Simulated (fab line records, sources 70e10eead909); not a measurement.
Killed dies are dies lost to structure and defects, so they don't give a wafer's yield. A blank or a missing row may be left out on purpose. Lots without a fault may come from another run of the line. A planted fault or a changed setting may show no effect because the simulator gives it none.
A struck lot beside a sound one | flow nand_harc | 39 steps out of a route of 1302
Sound: wafers L167.1, L167.5, L167.6. Struck: wafers L172.1, L172.3, L172.6. The cause comes at the end.
At each step with rows: each side's tool, then ch and its chambers, then its first start. Under that, the readings that differ: sound wafers | struck wafers | difference of the means | sigmas: that difference in standard deviations of wafers without a fault.
alike: readings whose means differ by less than 2 such deviations, and words and numbers that are the same on both sides. not compared: withheld readings, readings that some wafer has no value for, bounds like >300 that may hide the same value, and numbers for which the record gives no deviation and whose values overlap.
The two part at a step that has a row with sigmas, a row that says differs or no value, or rows on one side only. Numbers that don't overlap but have no deviation are shown without sigmas and don't part them. A reading that every wafer of one side lacks parts them only if that side has two wafers or more.

first, 6 steps without rows for these wafers: NHARC_A_WL_FILL_PRECLEAN_30 (cleans in dHF, time 10 s); NHARC_A_WL_FILL_SRD_14; NHARC_A_WL_FILL_ALD_19 (deposits TiN, target thk 2 nm, pulse time 3 s, ald cycles 100); NHARC_A_WL_FILL_CVD_20 (deposits W, target thk 100 nm, time 74 s); NHARC_A_WL_FILL_CMP_12 (polishes, t overpolish 30 s, target thk 100 nm); NHARC_A_WL_FILL_SRD_31.
NHARC_A_WL_FILL_INSPECT_15:
  sound on defect_inspect-02, day 25 04:49; struck on defect_inspect-02, day 26 02:01
  alike: raw_defect_count
NHARC_A_CONTACT_DEP_24: deposits SiO2, target thk 500 nm.
  sound on pecvd-02 ch 0,1,2, day 25 04:57; struck on pecvd-03 ch 0,1,2, day 26 02:08
  alike: chamber_pressure_Torr, flow_sccm, heater_power_w, throttle_valve_pct
NHARC_A_CONTACT_DEP_28: deposits aC, target thk 7000 nm.
  sound on acl_dep-01 ch 0, day 25 06:05; struck on acl_dep-01, day 26 03:07
  no value came back on the struck wafers for susceptor_temp_C (C), throttle_valve_pct (%); on the sound wafers susceptor_temp_C (C) reads 400.20 400.23 400.37
then, 11 steps without rows for these wafers: NHARC_A_CONTACT_DEP_29 (deposits SiON, target thk 100 nm); NHARC_A_CONTACT_DEHYDRATE_32 (time 120 s); NHARC_A_CONTACT_HMDS_33 (time 30 s); NHARC_A_CONTACT_COAT_34 (time 75 s); NHARC_A_CONTACT_COAT_35 (time 65 s); NHARC_A_CONTACT_COAT_36 (resist thk 90 nm); NHARC_A_CONTACT_SOFTBAKE_37 (time 55 s); NHARC_A_CONTACT_EBR_38; NHARC_A_CONTACT_EXPOSE_39 (exposes mask A CC 3); NHARC_A_CONTACT_PEB_40 (peb time 65 s); NHARC_A_CONTACT_DEVELOP_41 (develop time 35 s).
NHARC_A_CONTACT_CD_MEAS_42: target cd 300 nm.
  sound on cd_sem-03 ch 0, day 25 11:07; struck on cd_sem-01 ch 0, day 26 08:08
  alike: cd_nm
NHARC_A_CONTACT_OVL_MEAS_43:
  sound on overlay-02, day 25 11:11; struck on overlay-02, day 26 08:13
  reading           | sound          | struck      | difference | sigmas
  overlay_x_nm (nm) | -1.2 -0.7 -0.3 | 1.1 1.0 1.0 | +1.8       | +2
  alike: overlay_y_nm
NHARC_A_CONTACT_INSPECT_44:
  sound on defect_inspect-01, day 25 11:14; struck on defect_inspect-01, day 26 08:16
  alike: raw_defect_count
then, 2 steps without rows for these wafers: NHARC_A_CONTACT_DESCUM_47 (chemistry O2, time 3 s); NHARC_A_CONTACT_ETCH_48 (etches the open film in CF4, target depth 39 nm, time 65 s).
NHARC_A_CONTACT_ETCH_49: etches the open film in N2/H2, target depth 260 nm, time 475.3 s.
  sound on rie_diel-13 ch 1,2,3; struck on rie_diel-08 ch 0,1,3
  alike: bias_w, drypump_motor_current_A, oes_product_au, rf_vpp_V, showerhead_plenum_p_Torr, throttle_valve_pct
  not compared: rf_hours_counter_h
then, 4 steps without rows for these wafers: NHARC_A_CONTACT_ETCH_50 (etches the open film in CF4/CHF3, target depth 121 nm, time 60.5 s); NHARC_A_CONTACT_ETCH_51 (etches the open film in O2/COS, target depth 7000 nm, time 1820 s); NHARC_A_CONTACT_ETCH_111 (etches the open film in C4F8/O2/Ar, time 140 s, target depth 700 nm); NHARC_A_CONTACT_ETCH_112 (etches the open film in C4F8/O2/Ar, time 190 s, target depth 1850 nm).
NHARC_A_CONTACT_ETCH_113: etches the open film in C4F8/O2/Ar, time 190 s, target depth 1850 nm.
  sound on har_cap_etch-03 ch 0,1, day 25 13:53; struck on har_cap_etch-01 ch 0,1, day 26 10:30
  not compared: rf_hours_counter_h
then, 3 steps without rows for these wafers: NHARC_A_CONTACT_ETCH_114 (etches the open film in C4F8/O2/Ar, time 190 s, target depth 1850 nm); NHARC_A_CONTACT_ETCH_115 (etches the open film in C4F8/O2/Ar, time 190 s, target depth 1850 nm); NHARC_A_CONTACT_ETCH_116 (etches the open film in C4F8/O2/Ar, time 190 s, target depth 1850 nm).
NHARC_A_CONTACT_ETCH_117: etches the open film in C4F8/O2/Ar, time 190 s, target depth 1850 nm.
  sound on har_cap_etch-03 ch 0,1, day 25 14:34; struck on har_cap_etch-01 ch 0,1, day 26 11:11
  not compared: rf_hours_counter_h
then, 1 step without rows for these wafers: NHARC_A_CONTACT_ETCH_118 (etches the open film in C4F8/O2/Ar, time 190 s, target depth 1850 nm).
NHARC_A_CONTACT_ETCH_119: etches the open film in C4F8/O2/Ar, time 190 s, target depth 1850 nm.
  sound on har_cap_etch-03 ch 0,1, day 25 14:55; struck on har_cap_etch-01 ch 0,1, day 26 11:32
  not compared: rf_hours_counter_h
then, 1 step without rows for these wafers: NHARC_A_CONTACT_ETCH_120 (etches the open film in C4F8/O2/Ar, time 190 s, target depth 1850 nm).
NHARC_END_SORT_01:
  the record has rows for the sound wafers here (prober-02 ch 0, day 28 10:44) and none for the struck ones

WHERE THEY PART
First at NHARC_A_CONTACT_DEP_28; last, within this record, at NHARC_END_SORT_01.

WHY: what the simulator had put in
Skipped step whole: acl_dep-01, from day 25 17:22 on, at NHARC_A_CONTACT_DEP_28. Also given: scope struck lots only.
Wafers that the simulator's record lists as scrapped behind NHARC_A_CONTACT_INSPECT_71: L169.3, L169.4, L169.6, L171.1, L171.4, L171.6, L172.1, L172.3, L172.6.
